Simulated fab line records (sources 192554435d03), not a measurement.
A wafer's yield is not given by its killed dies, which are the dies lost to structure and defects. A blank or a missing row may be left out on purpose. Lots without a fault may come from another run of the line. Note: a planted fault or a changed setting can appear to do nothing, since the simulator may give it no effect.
A single fault, viewed from 2 desks	flow n5-finfet	every desk sees just its own numbers, and what lay behind them comes last

## THE METROLOGY DESK
Means of the sampled wafers that have a number, per lot and without regard to the tool the lot ran on: this is what the gauges read. The brackets show how far a lot's mean lies from the usual mean; more than 4 standard deviations puts the lot out of limits, marked OUT. Readings shown: 7 out of 24 (the first out of limits, and those lying furthest out on some lot).
Columns: A = COMB_M11 at N5_BEOL_M15_RC_MEAS_101, usual 1.43e-11 S/m; B = COMB_M12 at N5_BEOL_M15_RC_MEAS_101, usual 5.8e-12 S/m; C = COMB_M15 at N5_BEOL_M15_RC_MEAS_101, usual 2e-12 S/m; D = COMB_M5 at N5_BEOL_M15_RC_MEAS_101, usual 3.5e-11 S/m; E = COMB_M9 at N5_BEOL_M15_RC_MEAS_101, usual 1.38e-11 S/m; F = COMB_M9_max_site at N5_BEOL_M15_RC_MEAS_101, usual 2e-11 S/m; G = SERP_M11 at N5_BEOL_M15_RC_MEAS_101, usual 3.09 ohm/um
lot	first seen here	A	B	C	D	E	F	G
L751	day 11 20:05	1.37e-11	4.9e-12	2e-12	2.6e-11	2.50e-11	4e-11	3.02
L753	day 12 17:28	1.57e-11	6.1e-12	2e-12	2.8e-11	2.56e-11	4e-11 (+4.0) OUT	3.04
L754	day 12 18:02	1.72e-11	7.8e-12	2e-12	3.0e-11	1.32e-11	2e-11	3.19
L759	day 13 16:19	1.53e-11	7.4e-12	2e-12	2.8e-11	1.59e-11	2e-11	3.12
L763	day 14 17:27	1.92e-11	6.3e-12	1e-12	3.9e-11	1.26e-11	2e-11	2.94
L765	day 15 13:47	1.45e-11	6.2e-12	2e-12	4.6e-11	1.45e-11	2e-11	3.09
L766	day 15 16:20	1.10e-11	6.2e-12	2e-12	3.5e-11	1.25e-11	2e-11	3.18
L761	day 16 09:07	1.47e-11	5.9e-12	2e-12	3.2e-11	1.29e-11	2e-11	3.07
Per this desk, out of limits: L753; the first was L753, day 14 15:15 (COMB_M9_max_site at N5_BEOL_M15_RC_MEAS_101). L751, L754, L759, L763, L765, L766, L761 stayed within limits.

## TOOL OWNER'S DESK, ald-metal-04
The tool's own readings at N5_BEOL_M9_ALD_74 (deposits TaN, target thk 2 nm, pulse time 2 s, purge time 3 s): means of the sampled wafers that have a number, for each lot that ran on this tool. The brackets show how far a lot's mean lies from the usual mean; more than 4 standard deviations puts the lot out of limits, marked OUT.
Columns: A = heater-power-w at N5_BEOL_M9_ALD_74, usual 455 W
lot	first seen here	A
L751	day 11 18:34	446
L753	day 12 15:58	461
L765	day 15 12:01	461
L766	day 15 14:43	425
This desk's verdict: no lot among the 4 shows anything out of limits.

## ALL TOGETHER
Metrology desk: alarm possible at day 14 15:15 on L753.
Nothing out of limits was seen by the tool owner's desk.
Tool owner's desk: L753 on record, inside its limits.
On ald-metal-04, each named lot ran N5_BEOL_M9_ALD_74.

## WHAT HAD BEEN PUT IN BY THE SIMULATOR
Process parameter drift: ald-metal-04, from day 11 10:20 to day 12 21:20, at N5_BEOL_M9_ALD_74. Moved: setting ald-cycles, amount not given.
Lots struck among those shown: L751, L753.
Hours from the fault's start to each desk's first reading out of limits: the metrology desk, 77.
